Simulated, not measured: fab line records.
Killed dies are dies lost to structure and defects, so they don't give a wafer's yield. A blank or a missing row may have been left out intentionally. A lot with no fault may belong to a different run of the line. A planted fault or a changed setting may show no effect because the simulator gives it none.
fab line records ; flow n5Finfet ; part 1 of 2: steps 1 to 4 of 6
[record] lots = 21; wafers = 63; lastDay = 21
route steps=1938 shown BEOL_M13@1674 BEOL_M14@1747
lots with no fault: from the same line, run without faults
startH: hours from the record's first day to the start of the lot's first wafer shown ; waitH: how many hours have passed since the lot's step before this one ; " the same as in the row above ; L1.1+2: a single row standing in for several wafers ; - no value, or no start was given ; * or withheld: withheld ; < > ~ a bound
route shown NAME@n: names a module that has steps shown in the file, with the first one's number in the route ; usual: the fault-free wafers' mean and standard deviation ; same: alike in all rows ; chamber/n: place in a boat ; sites: readings site by site ; _std_site: how widely they spread, as a standard deviation ; _edge_site: mean of outer sites minus mean of inner sites ; radiusMm: how far each site lies from the wafer's centre ; mask NAME#n: copy n ; behind: the tool/chamber that last shaped the wafer ; hold: why the lot was held/for how many hours/how that ended ; device: which transistor (n, p or np) failed to switch ; end of line: tests run on the same wafers once the route is complete ; a step given without rows: its recipe and nothing more ; killed: count of dies lost to structure and defects at first sort (not the wafer's yield) ; map: the dies of a wafer, with x for killed, . for not killed, _ for no die there
set.NAME: the setting as run; set.NAME@STEP: as run at that earlier step ; model.NAME: the simulator's own value behind a step, which no gauge read
one table for each step of the route and one row for each wafer, over a sample of lots
services: when a tool's chamber went out of use (startH, in hours from the record's first day, below 0 if earlier), for how many hours, and the reason
[[steps]]
[step N5_BEOL_M13_VIA_ETCH_16]
[recipe] chemistry = C4F8/O2/Ar; target = SiOC; pressureMtorr = 30; sourceW = 3000; biasW = 700; Ar_flow_sccm = 400; C4F8_flow_sccm = 15; O2_flow_sccm = 8; heInnerTorr = 15; heOuterTorr = 30; targetDepthA = 9217; timeS = withheld; ionEnergyEv = 250; ends = cleared
[usual] chamberPressureMTorr = 30.000/0.028; drypumpMotorCurrentA = 5.6/0.38; oesProductAu = 0.70/0.072; rfFwdPowerW = 2993/9.1; rfVppV = 666/3.7; showerheadPlenumPTorr = 3.45/0.12; throttleValvePct = 24.3/0.39
lot.wafer;tool;chamber;startH;waitH;chamberPressureMTorr;drypumpMotorCurrentA;oesProductAu;rfFwdPowerW;rfVppV;showerheadPlenumPTorr;throttleValvePct
L076.2;rieDiel-02;0;340.65;0.0;30.055;5.8;0.71;2990;662;3.35;24.5
L076.5;rieDiel-02;2;340.65;0.0;29.973;5.9;0.62;3005;660;3.26;24.6
L076.6;rieDiel-02;1;340.65;0.0;29.976;4.8;0.66;2988;663;3.45;24.7
L074.3;rieDiel-06;0;346.32;0.0;30.008;5.7;0.80;2994;663;3.35;23.9
L074.4;rieDiel-06;1;346.32;0.0;29.962;5.6;0.67;2988;660;3.32;25.0
L074.5;rieDiel-06;0;346.32;0.0;30.007;5.7;0.79;2972;662;3.35;23.9
L077.2;rieDiel-02;3;353.05;0.0;30.030;5.4;0.71;2995;670;3.58;23.9
L077.3;rieDiel-02;2;353.05;0.0;29.971;5.8;0.61;2983;661;3.26;24.6
L077.6;rieDiel-02;0;353.05;0.0;29.988;5.8;0.70;3015;664;3.34;24.5
L079.2;rieDiel-02;0;364.96;0.0;30.055;5.8;0.71;2987;661;3.34;24.5
L079.3;rieDiel-02;2;364.96;0.0;30.028;5.8;0.61;2999;662;3.25;24.6
L079.4;rieDiel-02;3;364.96;0.0;29.989;5.4;0.70;2994;669;3.58;23.9
L081.1;rieDiel-03;1;370.54;0.0;29.984;5.9;0.83;2973;667;3.48;23.8
L081.2;rieDiel-03;0;370.54;0.0;30.003;5.2;0.77;2996;664;3.33;24.2
L081.6;rieDiel-03;0;370.54;0.0;29.952;5.2;0.77;2989;664;3.33;24.2
L083.1;rieDiel-03;1;374.32;0.0;30.026;5.9;0.83;3004;668;3.48;23.8
L083.2;rieDiel-03;3;374.32;0.0;30.028;6.5;0.63;2992;665;3.44;24.4
L083.5;rieDiel-03;1;374.32;0.0;29.948;5.9;0.82;2999;670;3.48;23.8
L082.1;rieDiel-02;1;383.34;0.0;29.998;4.8;0.65;2994;665;3.44;24.8
L082.3;rieDiel-02;0;383.34;0.0;30.019;5.8;0.69;2994;663;3.34;24.5
L082.6;rieDiel-02;1;383.34;0.0;30.017;4.8;0.66;2979;665;3.44;24.8
L085.2;rieDiel-02;1;383.98;0.0;29.959;4.8;0.65;2992;666;3.44;24.7
L085.3;rieDiel-02;0;383.98;0.0;30.019;5.8;0.69;2979;661;3.34;24.5
L085.6;rieDiel-02;3;383.98;0.0;30.033;5.4;0.69;2989;671;3.57;23.9
L084.1;rieDiel-02;0;393.78;0.0;29.959;5.8;0.69;2998;662;3.33;24.5
L084.3;rieDiel-02;3;393.78;0.0;29.999;5.4;0.70;2999;671;3.57;23.9
L084.5;rieDiel-02;1;393.78;0.0;29.952;4.8;0.65;3005;665;3.44;24.8
L086.3;rieDiel-06;2;395.85;0.0;30.022;5.8;0.61;2978;668;3.53;24.0
L086.5;rieDiel-06;3;395.85;0.0;29.942;5.4;0.77;3002;670;3.62;24.6
L086.6;rieDiel-06;2;395.85;0.0;30.002;5.8;0.61;2976;668;3.53;24.0
L089.1;rieDiel-06;3;415.62;0.0;30.008;5.4;0.77;3005;670;3.61;24.6
L089.2;rieDiel-06;1;415.62;0.0;30.038;5.7;0.65;2986;662;3.31;25.0
L089.5;rieDiel-06;1;415.62;0.0;29.992;5.6;0.66;2988;662;3.31;25.0
L091.3;rieDiel-06;2;416.64;0.0;29.976;5.8;0.61;2987;668;3.53;24.0
L091.4;rieDiel-06;0;416.64;0.0;29.985;5.7;0.76;2990;662;3.34;23.9
L091.6;rieDiel-06;2;416.64;0.0;29.986;5.8;0.60;2978;668;3.53;24.0
L087.1;rieDiel-06;0;422.69;0.0;30.009;5.7;0.77;3002;662;3.34;23.9
L087.2;rieDiel-06;1;422.69;0.0;29.984;5.6;0.66;2990;661;3.31;25.0
L087.6;rieDiel-06;1;422.69;0.0;30.020;5.6;0.66;3003;661;3.31;25.0
L090.2;rieDiel-02;0;426.27;0.0;29.995;5.8;0.67;2998;662;3.33;24.5
L090.3;rieDiel-02;2;426.27;0.0;30.004;5.8;0.86;2986;672;3.64;24.4
L090.6;rieDiel-02;2;426.27;0.0;30.013;5.9;0.87;2986;670;3.64;24.4
L088.1;rieDiel-03;1;426.77;0.0;29.963;5.9;0.79;2997;666;3.47;23.8
L088.5;rieDiel-03;0;426.77;0.0;30.022;5.2;0.74;3004;662;3.32;24.2
L088.6;rieDiel-03;3;426.77;0.0;30.007;6.5;0.63;2975;663;3.43;24.4
L092.3;rieDiel-02;1;427.34;0.0;30.014;4.9;0.63;3005;663;3.43;24.8
L092.5;rieDiel-02;0;427.34;0.0;29.993;5.8;0.67;2992;662;3.33;24.6
L092.6;rieDiel-02;3;427.34;0.0;29.993;5.4;0.68;2982;670;3.56;23.9
L093.1;rieDiel-06;1;442.65;0.0;29.996;5.7;0.64;2983;659;3.30;25.0
L093.3;rieDiel-06;0;442.65;0.0;30.031;5.7;0.76;2987;663;3.34;23.9
L093.6;rieDiel-06;2;442.65;0.0;29.990;5.8;0.61;2976;668;3.53;24.0
L094.1;rieDiel-02;0;451.01;0.0;29.971;5.8;0.67;3000;662;3.32;24.6
L094.3;rieDiel-02;3;451.01;0.0;30.002;5.4;0.66;2974;669;3.56;23.9
L094.4;rieDiel-02;2;451.01;0.0;30.007;5.8;0.85;3000;670;3.64;24.4
L095.1;rieDiel-03;1;460.46;0.0;29.994;5.9;0.78;2994;667;3.46;23.9
L095.3;rieDiel-03;2;460.46;0.0;30.061;6.0;0.81;2996;671;3.61;23.5
L095.6;rieDiel-03;2;460.46;0.0;29.977;6.0;0.81;2991;671;3.61;23.5
L096.1;rieDiel-06;0;462.01;0.0;30.010;5.7;0.75;2983;662;3.34;23.9
L096.5;rieDiel-06;1;462.01;0.0;30.000;5.7;0.64;2997;660;3.30;25.0
L096.6;rieDiel-06;3;462.01;0.0;30.029;5.4;0.75;2981;670;3.61;24.6
L097.2;rieDiel-02;2;474.25;0.0;29.991;5.9;0.82;3006;670;3.64;24.4
L097.3;rieDiel-02;3;474.25;0.0;29.996;5.4;0.66;2982;668;3.56;24.0
L097.6;rieDiel-02;1;474.25;0.0;30.024;4.8;0.63;3008;664;3.43;24.8
[step N5_BEOL_M13_STRIP_63]
[recipe] chemistry = N2/H2; powerW = 1000; tempC = 250; h2Frac = 0.65; overashFraction = 0.3; pressureMtorr = 1000; n2FlowSccm = 1750; h2FlowSccm = 3250
[usual] chamberPressureMTorr = 999.9/0.9; drypumpMotorCurrentA = 6.02/0.29; heaterPowerW = 313/14; oesProductAu = 0.674/0.005; stripTimeToEndpointS = 27.7/1.2
lot.wafer;tool;chamber;startH;waitH;chamberPressureMTorr;drypumpMotorCurrentA;heaterPowerW;oesProductAu;rfHoursCounterH;stripTimeToEndpointS
L076.2;plasmaAsher-01;0;340.88;-;999.4;6.22;307;0.665;115;27.0
L076.5;plasmaAsher-01;1;340.88;-;1000.2;5.73;318;0.674;-;29.1
L076.6;plasmaAsher-01;0;340.88;-;999.3;6.24;305;0.668;-;27.1
L074.3;plasmaAsher-01;1;346.57;-;1001.3;5.73;331;0.678;-;28.4
L074.4;plasmaAsher-01;0;346.57;-;1000.3;6.26;305;0.668;-;25.9
L074.5;plasmaAsher-01;0;346.57;-;998.8;6.27;301;0.662;-;27.1
L077.2;plasmaAsher-01;1;353.29;-;998.8;5.73;335;0.677;118;29.1
L077.3;plasmaAsher-01;0;353.29;-;1000.3;6.23;290;0.680;-;29.2
L077.6;plasmaAsher-01;0;353.29;-;998.6;6.25;304;0.670;-;26.7
L079.2;plasmaAsher-02;0;365.20;-;999.1;5.75;292;0.675;109;26.8
L079.3;plasmaAsher-02;1;365.20;-;998.4;6.41;309;0.669;-;26.5
L079.4;plasmaAsher-02;0;365.20;-;1001.0;5.74;289;0.669;-;26.9
L081.1;plasmaAsher-01;0;370.78;-;999.4;6.21;315;0.671;122;28.5
L081.2;plasmaAsher-01;1;370.78;-;1000.7;5.74;334;0.684;122;29.5
L081.6;plasmaAsher-01;1;370.78;-;999.3;5.75;327;0.671;-;26.7
L083.1;plasmaAsher-01;0;374.56;-;998.3;6.19;302;0.667;123;27.4
L083.2;plasmaAsher-01;1;374.56;-;1000.5;5.72;336;0.682;123;30.6
L083.5;plasmaAsher-01;1;374.56;-;1000.0;5.73;340;0.674;-;27.1
L082.1;plasmaAsher-01;1;383.57;-;1000.2;5.74;329;0.683;126;29.7
L082.3;plasmaAsher-01;1;383.57;-;1001.3;5.74;342;0.681;-;27.6
L082.6;plasmaAsher-01;1;383.57;-;998.4;5.74;325;0.673;-;28.5
L085.2;plasmaAsher-01;0;384.21;-;1000.5;6.26;299;0.677;126;27.6
L085.3;plasmaAsher-01;0;384.21;-;1000.1;6.27;301;0.672;-;26.5
L085.6;plasmaAsher-01;1;384.21;-;1000.7;5.72;336;0.668;-;27.2
L084.1;plasmaAsher-02;0;394.02;-;998.0;5.75;292;0.669;115;28.6
L084.3;plasmaAsher-02;1;394.02;-;1000.5;6.41;318;0.678;-;28.7
L084.5;plasmaAsher-02;1;394.02;-;1002.2;6.40;312;0.674;-;26.5
L086.3;plasmaAsher-02;0;396.11;-;999.7;5.76;303;0.680;-;27.9
L086.5;plasmaAsher-02;0;396.11;-;1000.2;5.75;305;0.667;-;25.8
L086.6;plasmaAsher-02;1;396.11;-;1001.0;6.41;318;0.665;-;26.8
L089.1;plasmaAsher-02;1;415.85;-;999.6;6.42;308;0.675;120;27.0
L089.2;plasmaAsher-02;0;415.85;-;1000.6;5.74;290;0.674;120;28.1
L089.5;plasmaAsher-02;0;415.85;-;999.3;5.75;298;0.675;-;26.1
L091.3;plasmaAsher-02;1;416.90;-;1000.7;6.41;310;0.670;-;28.1
L091.4;plasmaAsher-02;0;416.90;-;999.3;5.75;297;0.675;-;28.5
L091.6;plasmaAsher-02;1;416.90;-;998.4;6.41;310;0.674;-;28.5
L087.1;plasmaAsher-01;1;422.93;-;998.7;5.72;331;0.680;133;28.1
L087.2;plasmaAsher-01;0;422.93;-;1000.4;6.26;298;0.673;133;29.6
L087.6;plasmaAsher-01;1;422.93;-;999.7;5.71;333;0.672;-;27.8
L090.2;plasmaAsher-01;0;426.50;-;998.7;6.22;310;0.675;134;27.6
L090.3;plasmaAsher-01;1;426.50;-;999.9;5.72;335;0.667;-;27.7
L090.6;plasmaAsher-01;1;426.50;-;999.5;5.73;322;0.674;-;27.5
L088.1;plasmaAsher-02;0;427.00;-;999.8;5.73;297;0.673;122;27.3
L088.5;plasmaAsher-02;0;427.00;-;999.5;5.74;300;0.662;-;23.7
L088.6;plasmaAsher-02;1;427.00;-;999.4;6.42;315;0.674;-;26.9
L092.3;plasmaAsher-01;0;427.59;-;998.8;6.24;304;0.682;-;29.7
L092.5;plasmaAsher-01;1;427.59;-;1001.0;5.74;328;0.672;-;28.2
L092.6;plasmaAsher-01;0;427.59;-;1001.8;6.24;313;0.666;-;27.7
L093.1;plasmaAsher-02;1;442.88;-;999.1;6.42;310;0.670;125;29.7
L093.3;plasmaAsher-02;1;442.88;-;999.5;6.41;319;0.674;-;27.7
L093.6;plasmaAsher-02;1;442.88;-;999.9;6.40;321;0.672;-;26.6
L094.1;plasmaAsher-01;0;451.24;-;1000.4;6.23;304;0.677;139;27.5
L094.3;plasmaAsher-01;1;451.24;-;1000.8;5.73;330;0.676;-;29.1
L094.4;plasmaAsher-01;0;451.24;-;1001.1;6.22;305;0.669;-;28.5
L095.1;plasmaAsher-01;0;460.69;-;998.8;6.24;297;0.679;140;29.0
L095.3;plasmaAsher-01;1;460.69;-;999.2;5.72;325;0.682;-;27.3
L095.6;plasmaAsher-01;1;460.69;-;1000.0;5.74;333;0.675;-;27.0
L096.1;plasmaAsher-01;0;462.24;-;999.1;6.24;312;0.678;140;29.2
L096.5;plasmaAsher-01;0;462.24;-;999.5;6.24;311;0.668;-;27.0
L096.6;plasmaAsher-01;1;462.24;-;1000.8;5.74;330;0.671;-;27.4
L097.2;plasmaAsher-02;0;474.49;-;1001.6;5.72;295;0.685;132;29.3
L097.3;plasmaAsher-02;1;474.49;-;999.6;6.41;314;0.674;-;28.1
L097.6;plasmaAsher-02;0;474.49;-;1000.4;5.74;288;0.669;-;27.1
[step N5_BEOL_M13_ANNEAL_48]
[recipe] tempC = 225; timeS = 90; ambient = N2
[usual] annealTempC = 224.99/0.15; annealTempCMax = 226.0/0.32; wafer_temp_C_max = 225.85/0.25
[same] timeS = 90
lot.wafer;tool;chamber;startH;waitH;annealTempC;annealTempCMax;wafer_temp_C_max
L076.2;rtpAnneal-01;0;345.15;0.3;225.11;226.4;226.06
L076.5;rtpAnneal-01;0;345.15;0.3;224.91;226.3;225.62
L076.6;rtpAnneal-01;0;345.15;0.3;224.95;226.0;225.81
L074.3;rtpAnneal-02;0;349.57;0.2;225.14;225.9;225.55
L074.4;rtpAnneal-02;0;349.57;0.2;225.26;226.0;225.87
L074.5;rtpAnneal-02;0;349.57;0.2;225.14;225.8;225.89
L077.2;rtpAnneal-01;0;360.28;0.3;225.01;226.4;225.78
L077.3;rtpAnneal-01;0;360.28;0.3;224.84;226.2;226.30
L077.6;rtpAnneal-01;0;360.28;0.3;225.18;226.2;225.69
L079.2;rtpAnneal-02;0;374.10;0.2;225.00;225.6;225.73
L079.3;rtpAnneal-02;0;374.10;0.2;225.10;225.8;225.77
L079.4;rtpAnneal-02;0;374.10;0.2;225.04;225.7;225.84
L081.1;rtpAnneal-02;0;374.72;0.1;225.06;225.8;225.40
L081.2;rtpAnneal-02;0;374.72;0.1;224.86;225.7;225.65
L081.6;rtpAnneal-02;0;374.72;0.1;224.93;225.6;225.34
L083.1;rtpAnneal-01;0;379.52;0.1;225.02;226.0;226.07
L083.2;rtpAnneal-01;0;379.52;0.1;225.15;226.6;226.13
L083.5;rtpAnneal-01;0;379.52;0.1;225.09;226.3;225.69
L082.1;rtpAnneal-01;0;386.33;0.2;225.06;226.2;225.66
L082.3;rtpAnneal-01;0;386.33;0.2;224.98;226.0;225.92
L082.6;rtpAnneal-01;0;386.33;0.2;224.80;226.2;226.39
L085.2;rtpAnneal-02;0;389.06;0.2;224.89;225.5;225.52
L085.3;rtpAnneal-02;0;389.06;0.2;224.92;225.5;225.45
L085.6;rtpAnneal-02;0;389.06;0.2;225.02;225.8;225.57
L084.1;rtpAnneal-01;0;400.08;0.6;225.04;226.4;225.67
L084.3;rtpAnneal-01;0;400.08;0.6;224.98;226.1;226.00
L084.5;rtpAnneal-01;0;400.08;0.6;224.77;225.9;226.11
L086.3;rtpAnneal-02;0;401.90;0.2;225.10;225.7;225.60
L086.5;rtpAnneal-02;0;401.90;0.2;224.84;225.5;225.61
L086.6;rtpAnneal-02;0;401.90;0.2;225.04;225.8;225.58
L089.1;rtpAnneal-01;0;419.55;0.1;224.96;226.0;225.68
L089.2;rtpAnneal-01;0;419.55;0.1;225.17;226.5;226.18
L089.5;rtpAnneal-01;0;419.55;0.1;225.01;226.3;225.42
L091.3;rtpAnneal-02;0;420.67;0.2;224.92;225.6;226.16
L091.4;rtpAnneal-02;0;420.67;0.2;224.99;225.7;226.29
L091.6;rtpAnneal-02;0;420.67;0.2;225.03;225.7;226.15
L087.1;rtpAnneal-01;0;425.69;0.2;225.08;226.4;226.01
L087.2;rtpAnneal-01;0;425.69;0.2;225.00;226.5;225.98
L087.6;rtpAnneal-01;0;425.69;0.2;225.17;226.5;226.10
L090.2;rtpAnneal-01;0;429.10;0.2;225.01;226.3;226.41
L090.3;rtpAnneal-01;0;429.10;0.2;224.72;226.1;226.26
L090.6;rtpAnneal-01;0;429.10;0.2;224.85;226.3;226.29
L088.1;rtpAnneal-02;0;430.30;0.9;225.32;226.2;225.93
L088.5;rtpAnneal-02;0;430.30;0.9;225.05;225.6;226.20
L088.6;rtpAnneal-02;0;430.30;0.9;225.10;225.7;225.90
L092.3;rtpAnneal-02;0;430.93;1.0;224.84;225.7;225.70
L092.5;rtpAnneal-02;0;430.93;1.0;225.01;225.6;225.78
L092.6;rtpAnneal-02;0;430.93;1.0;224.96;225.5;226.02
L093.1;rtpAnneal-01;0;447.42;0.2;225.20;226.2;225.71
L093.3;rtpAnneal-01;0;447.42;0.2;224.90;226.2;225.81
L093.6;rtpAnneal-01;0;447.42;0.2;224.90;226.1;226.01
L094.1;rtpAnneal-02;0;455.72;0.2;224.93;225.6;225.72
L094.3;rtpAnneal-02;0;455.72;0.2;224.81;225.5;225.93
L094.4;rtpAnneal-02;0;455.72;0.2;224.98;225.9;226.04
L095.1;rtpAnneal-01;0;464.13;0.1;225.15;226.3;225.64
L095.3;rtpAnneal-01;0;464.13;0.1;225.08;226.4;225.94
L095.6;rtpAnneal-01;0;464.13;0.1;225.25;226.4;225.96
L096.1;rtpAnneal-02;0;467.40;0.7;224.88;225.6;225.82
L096.5;rtpAnneal-02;0;467.40;0.7;225.06;225.7;225.75
L096.6;rtpAnneal-02;0;467.40;0.7;224.93;225.6;226.23
L097.2;rtpAnneal-02;0;481.24;0.2;225.04;225.7;225.73
L097.3;rtpAnneal-02;0;481.24;0.2;225.05;225.9;225.93
L097.6;rtpAnneal-02;0;481.24;0.2;225.07;225.9;225.73
[step N5_BEOL_M13_CMP_49]
[recipe] stopOn = SiOC; tOverpolishS = 17.1; downForcePsi = 1; platenRpm = 50; clearingPlatenDownForcePsi = 1.5; clearingPlatenRpm = 50; postCmpClean = cuAlkaline; targetThkNm = 420; clearingPlatenPadVelocityMS = 0.99484; padVelocityMS = 0.99484
[usual] barrierFieldEndpointS = 30.2/0.92; motorCurrentA = 5.8/0.66; overpolishRunS = 17.099/0.0091; slurryFilterDpKPa = 13.49/0.14
[same] tOverpolishS = 17.1
lot.wafer;tool;chamber;startH;waitH;barrierFieldEndpointS;motorCurrentA;overpolishRunS;slurryFilterDpKPa
L076.2;cmp-03;1;345.52;0.3;31.7;6.1;17.100;13.50
L076.6;cmp-03;2;345.52;0.3;29.1;5.9;17.102;13.33
L076.5;cmp-03;3;345.52;0.3;30.7;6.5;17.097;13.60
L074.4;cmp-01;2;349.81;0.2;29.9;5.5;17.104;13.36
L074.3;cmp-01;3;349.81;0.2;29.7;5.3;17.089;13.61
L074.5;cmp-01;2;349.81;0.2;29.5;5.7;17.099;13.38
L077.2;cmp-03;1;360.53;0.2;30.7;6.2;17.100;13.40
L077.3;cmp-03;0;360.53;0.2;29.1;6.5;17.093;13.54
L077.6;cmp-03;1;360.53;0.2;30.6;5.8;17.105;13.45
L079.3;cmp-01;2;374.35;0.2;30.4;5.7;17.100;13.39
L079.2;cmp-01;3;374.35;0.2;30.4;5.0;17.098;13.37
L079.4;cmp-01;0;374.35;0.2;31.6;6.6;17.093;13.33
L081.1;cmp-02;1;375.01;0.3;29.6;4.9;17.088;13.62
L081.2;cmp-02;0;375.01;0.3;31.2;5.4;17.094;13.50
L081.6;cmp-02;2;375.01;0.3;28.8;4.9;17.114;13.59
L083.1;cmp-01;1;379.86;0.3;30.6;6.6;17.094;13.62
L083.2;cmp-01;3;379.86;0.3;28.9;5.1;17.101;13.44
L083.5;cmp-01;1;379.86;0.3;30.7;7.0;17.091;13.48
L082.3;cmp-03;1;386.62;0.2;30.4;5.9;17.084;13.48
L082.1;cmp-03;0;386.62;0.2;29.5;6.5;17.089;13.53
L082.6;cmp-03;1;386.62;0.2;30.5;6.0;17.106;13.61
L085.2;cmp-02;3;389.34;0.2;30.6;5.6;17.102;13.44
L085.3;cmp-02;0;389.34;0.2;31.0;5.5;17.094;13.57
L085.6;cmp-02;3;389.34;0.2;30.1;6.1;17.121;13.56
L084.1;cmp-02;3;400.38;0.3;30.3;5.9;17.103;13.39
L084.3;cmp-02;0;400.38;0.3;30.4;5.0;17.107;13.58
L084.5;cmp-02;0;400.38;0.3;32.0;5.4;17.110;13.53
L086.3;cmp-01;0;402.11;0.2;30.7;6.5;17.089;13.74
L086.6;cmp-01;0;402.11;0.2;31.1;6.4;17.089;13.42
L086.5;cmp-01;1;402.11;0.2;30.5;6.4;17.103;13.15
L089.1;cmp-01;2;419.85;0.3;31.0;5.5;17.092;13.45
L089.2;cmp-01;3;419.85;0.3;30.5;4.9;17.099;13.40
L089.5;cmp-01;2;419.85;0.3;30.5;6.0;17.111;13.72
L091.4;cmp-02;0;420.87;0.1;30.4;5.5;17.116;13.62
L091.3;cmp-02;3;420.87;0.1;29.8;5.6;17.111;13.44
L091.6;cmp-02;0;420.87;0.1;30.7;5.4;17.107;13.58
L087.1;cmp-03;3;425.98;0.3;29.6;6.6;17.103;13.28
L087.2;cmp-03;1;425.98;0.3;31.2;5.9;17.101;13.29
L087.6;cmp-03;0;425.98;0.3;29.4;6.4;17.099;13.64
L090.3;cmp-02;3;429.43;0.2;29.8;6.1;17.096;13.55
L090.2;cmp-02;0;429.43;0.2;30.0;5.1;17.107;13.44
L090.6;cmp-02;2;429.43;0.2;28.8;4.5;17.113;13.37
L088.1;cmp-03;1;430.61;0.3;30.6;6.1;17.083;13.85
L088.6;cmp-03;1;430.61;0.3;30.4;6.2;17.092;13.34
L088.5;cmp-03;2;430.61;0.3;29.1;5.8;17.103;13.43
L092.3;cmp-01;1;431.25;0.3;32.7;6.7;17.086;13.59
L092.5;cmp-01;2;431.25;0.3;30.7;5.3;17.089;13.52
L092.6;cmp-01;3;431.25;0.3;29.8;5.0;17.100;13.21
L093.1;cmp-03;3;447.71;0.3;29.9;6.7;17.095;13.56
L093.3;cmp-03;1;447.71;0.3;31.6;6.1;17.090;13.56
L093.6;cmp-03;3;447.71;0.3;31.1;6.5;17.089;13.37
L094.3;cmp-01;1;456.19;0.3;31.1;6.7;17.104;13.28
L094.1;cmp-01;2;456.19;0.3;30.7;5.6;17.105;13.63
L094.4;cmp-01;3;456.19;0.3;29.6;5.1;17.097;13.69
L095.3;cmp-02;1;464.46;0.2;29.1;5.0;17.103;13.44
L095.1;cmp-02;2;464.46;0.2;30.2;4.6;17.107;13.40
L095.6;cmp-02;1;464.46;0.2;30.0;5.3;17.103;13.50
L096.1;cmp-02;2;467.74;0.3;28.8;4.7;17.108;13.62
L096.5;cmp-02;1;467.74;0.3;28.6;5.2;17.103;13.63
L096.6;cmp-02;2;467.74;0.3;29.5;4.6;17.108;13.39
L097.2;cmp-03;0;481.53;0.2;31.1;6.9;17.105;13.36
L097.3;cmp-03;2;481.53;0.2;30.4;5.9;17.099;13.18
L097.6;cmp-03;0;481.53;0.2;30.0;6.7;17.104;13.54
